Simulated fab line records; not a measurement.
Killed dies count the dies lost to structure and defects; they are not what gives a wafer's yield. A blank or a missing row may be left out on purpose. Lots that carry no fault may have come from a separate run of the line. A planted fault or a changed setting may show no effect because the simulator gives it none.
Struck lot and sound lot, side by side | flow nandHarc | 15 out of 1302 route steps
Sound: these wafers, L194.1, L194.2, L194.4. Struck: wafers L200.3, L200.5, L200.6. The cause is given at the end.
Per side, at each step with rows, come the tool, then ch with its chambers, and then its first start. Under that, the readings that differ: sound wafers | struck wafers | difference of the means | sigmas: that difference in standard deviations of wafers without a fault.
alike: same words and numbers on both sides, and readings whose means sit less than 2 such deviations apart. not compared: any withheld reading, any reading some wafer has no value for, any bound like >300 that may hide the same value, and any number with overlapping values for which the record gives no deviation.
The two part at a step that has a row with sigmas, a row that says differs or no value, or rows on one side only. Numbers that don't overlap but have no deviation are shown without sigmas and don't part them. Lack of a reading on every wafer of one side parts them only where that side has two or more wafers.

first, 3 steps without rows for these wafers: NHARC_P_GATE_SRD_72; NHARC_P_GATE_OXIDE_16 (material SiO2, target thk 3 nm, ox time 392 s); NHARC_P_GATE_CVD_17 (deposits poly-Si, target thk 150 nm, time 900 s).
NHARC_P_GATE_HM_DEP_102: deposits aC, target thk 120 nm.
  sound on aclDep-02 ch 0, day 7 11:11; struck on aclDep-01 ch 0, day 10 03:45
  alike: throttleValvePct
NHARC_P_GATE_DEP_103: deposits SiON, target thk 30 nm.
  sound on pecvd-01 ch 0,1, day 7 11:53; struck on pecvd-04 ch 1,2, day 10 04:16
reading               | sound       | struck      | difference | sigmas
heaterPowerOuterW (W) | 379 507 383 | 598 607 501 | +146       | +2
  alike: heaterPowerW, rfFwdPowerW
then, 7 steps without rows for these wafers: NHARC_P_GATE_DEHYDRATE_18 (time 120 s); NHARC_P_GATE_HMDS_19 (time 30 s); NHARC_P_GATE_COAT_20 (resist thk 90 nm); NHARC_P_GATE_SOFTBAKE_21 (time 55 s); NHARC_P_GATE_EBR_22; NHARC_P_GATE_EXPOSE_23 (exposes mask P GATE, target cd 120 nm); NHARC_P_GATE_PEB_24 (peb time 65 s).
NHARC_P_GATE_DEVELOP_25: develop time 35 s.
  sound on lithoTrack-06 ch 0, day 7 12:00; struck on lithoTrack-04 ch 0, day 10 04:00
reading            | sound             | struck            | difference | sigmas
developerTempC (C) | 23.21 22.99 22.94 | 22.16 22.06 22.14 | -0.93      | -9
  alike: exhaustPa
NHARC_P_GATE_CD_MEAS_26: target cd 120 nm.
  sound on cdSem-02 ch 0, day 7 12:32; struck on cdSem-03 ch 0, day 10 04:53
  alike: cdNm
then, 1 step without rows for these wafers: NHARC_END_SORT_01.

WHERE THEY PART
Earliest at NHARC_P_GATE_DEP_103; latest, in this record, at NHARC_P_GATE_DEVELOP_25. Later steps at which nothing parts them and some readings are alike: NHARC_P_GATE_CD_MEAS_26.

WHY: what the simulator had put in
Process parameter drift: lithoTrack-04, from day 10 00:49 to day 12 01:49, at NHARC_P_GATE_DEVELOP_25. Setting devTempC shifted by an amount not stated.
